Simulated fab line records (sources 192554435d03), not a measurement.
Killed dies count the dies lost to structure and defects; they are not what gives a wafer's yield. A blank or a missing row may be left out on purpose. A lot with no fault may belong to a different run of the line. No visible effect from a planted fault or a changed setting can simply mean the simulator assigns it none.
Chamber matching -- flow n5-finfet -- N5_STI_FIN_REVEAL_STRIP_24 on rie-diel-03 has 4 sister chambers
The step strips in N2/H2, time 90 s. 14 wafers are shown with their chamber, then 7 later ones without.

== EACH WAFER AND ITS CHAMBER ==
wafer,chamber,showerhead-plenum-p-Torr (Torr),drypump-motor-current-A (A),throttle-valve-pct (%)
L074.3,1,3.46,5.3,11.76
L074.4,2,3.41,5.5,11.83
L074.5,3,3.20,5.7,12.45
L079.3,1,3.45,5.3,11.78
L079.4,2,3.40,5.4,11.83
L079.6,3,3.19,5.7,12.45
L083.2,0,3.39,5.6,12.24
L083.5,0,3.39,5.6,12.24
L083.6,3,3.19,5.7,12.47
L084.1,3,3.19,5.7,12.48
L084.3,2,3.40,5.4,11.85
L084.4,0,3.39,5.6,12.26
L088.1,2,3.39,5.4,11.88
L088.3,1,3.44,5.3,11.86

SIGNATURES, as means of the wafers listed above
reading,chamber 0,chamber 1,chamber 2,chamber 3,scatter within a chamber
showerhead-plenum-p-Torr,3.3900,3.4500,3.4000,3.1925,0.00689
drypump-motor-current-A,5.600,5.300,5.425,5.700,0.0274
throttle-valve-pct,12.2467,11.8000,11.8475,12.4625,0.0287
Rule: for each reading, subtract the chamber's mean from the wafer's reading, divide by that reading's scatter and square the result; add these up over the readings and take the root, which gives the wafer's distance from the chamber. If the next closest chamber is less than 2 further off than the closest, the wafer can't be placed; otherwise it belongs to the closest. The scatter: the root of (the sum of the squares of (reading less its chamber's mean) over the shown wafers, divided by (wafers less chambers)).

== WAFERS MISSING THEIR CHAMBER ==
wafer,showerhead-plenum-p-Torr (Torr),drypump-motor-current-A (A),throttle-valve-pct (%)
L088.4,3.18,5.7,12.50
L093.1,3.18,5.7,12.55
L093.3,3.43,5.3,11.85
L093.6,3.39,5.5,11.93
L095.1,3.43,5.3,11.89
L095.3,3.38,5.4,11.93
L095.4,3.37,5.6,12.31

== THE CHAMBER EACH PASSED THROUGH ==
wafer,from the rows above,in truth
L088.4,3,3
L093.1,3,3
L093.3,1,1
L093.6,2,2
L095.1,1,1
L095.3,2,2
L095.4,0,0
Correctly placed: 7 of 7. Left unplaced by these rows: 0. Wrongly placed: 0.
